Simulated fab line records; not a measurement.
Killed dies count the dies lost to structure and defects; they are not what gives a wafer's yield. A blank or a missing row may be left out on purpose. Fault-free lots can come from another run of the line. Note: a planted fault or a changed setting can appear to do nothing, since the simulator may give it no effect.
Matching of chambers | flow n5-finfet | N5_BEOL_M11_VIA_ETCH_34 on rie-diel-04: 4 sister chambers
The step etches SiCOH lowk in C4F6/O2, target depth 184.5 nm, time 69.2 s. 18 wafers are shown with their chamber, then 9 later ones without.

## WAFERS PAIRED WITH THEIR CHAMBERS
wafer  | chamber | drypump-motor-current-A (A) | rf-vpp-V (V) | showerhead-plenum-p-Torr (Torr)
L075.2 | 3       | 6.6                         | 667          | 2.72
L075.5 | 3       | 6.6                         | 668          | 2.72
L075.6 | 2       | 5.7                         | 672          | 2.71
L079.1 | 2       | 5.7                         | 673          | 2.71
L079.3 | 0       | 6.1                         | 712          | 2.94
L079.5 | 1       | 5.0                         | 650          | 2.90
L083.1 | 1       | 5.0                         | 650          | 2.89
L083.3 | 2       | 5.7                         | 673          | 2.70
L083.4 | 1       | 5.0                         | 650          | 2.89
L084.1 | 3       | 6.7                         | 667          | 2.72
L084.2 | 0       | 6.1                         | 713          | 2.93
L084.4 | 1       | 5.0                         | 651          | 2.89
L087.1 | 0       | 6.1                         | 713          | 2.93
L087.5 | 2       | 5.7                         | 673          | 2.70
L087.6 | 0       | 6.1                         | 712          | 2.93
L089.2 | 3       | 6.6                         | 666          | 2.71
L089.5 | 0       | 6.1                         | 711          | 2.93
L089.6 | 1       | 5.0                         | 651          | 2.89

SIGNATURES, as means of the wafers listed above
reading                  | chamber 0 | chamber 1 | chamber 2 | chamber 3 | scatter within a chamber
drypump-motor-current-A  | 6.100     | 5.000     | 5.700     | 6.625     | 0.0231
rf-vpp-V                 | 712.20    | 650.40    | 672.75    | 667.00    | 0.694
showerhead-plenum-p-Torr | 2.9320    | 2.8920    | 2.7050    | 2.7175    | 0.00489
Rule: a wafer's distance from a chamber is the root of the sum, over the readings, of the square of ((its reading less the chamber's mean) divided by the reading's scatter). The wafer belongs to the nearest chamber; if the next one is less than 2 further off, it can't be placed. The scatter is the square root of a quotient: the sum, over the shown wafers, of each reading's squared deviation from its chamber's mean, divided by wafers minus chambers.

## WAFERS MISSING THEIR CHAMBER
wafer  | drypump-motor-current-A (A) | rf-vpp-V (V) | showerhead-plenum-p-Torr (Torr)
L091.2 | 5.7                         | 673          | 2.70
L091.5 | 5.8                         | 673          | 2.70
L091.6 | 5.0                         | 650          | 2.89
L090.2 | 5.7                         | 671          | 2.70
L090.3 | 6.7                         | 666          | 2.71
L090.5 | 6.7                         | 667          | 2.71
L094.2 | 5.0                         | 649          | 2.89
L094.3 | 5.7                         | 673          | 2.70
L094.5 | 5.7                         | 672          | 2.70

## CHAMBER TAKEN BY EACH
wafer  | from the rows above | in truth
L091.2 | 2                   | 2
L091.5 | 2                   | 2
L091.6 | 1                   | 1
L090.2 | 2                   | 2
L090.3 | 3                   | 3
L090.5 | 3                   | 3
L094.2 | 1                   | 1
L094.3 | 2                   | 2
L094.5 | 2                   | 2
Placed correctly: 9 of 9. Left unplaced by these rows: 0. Placed wrongly: 0.
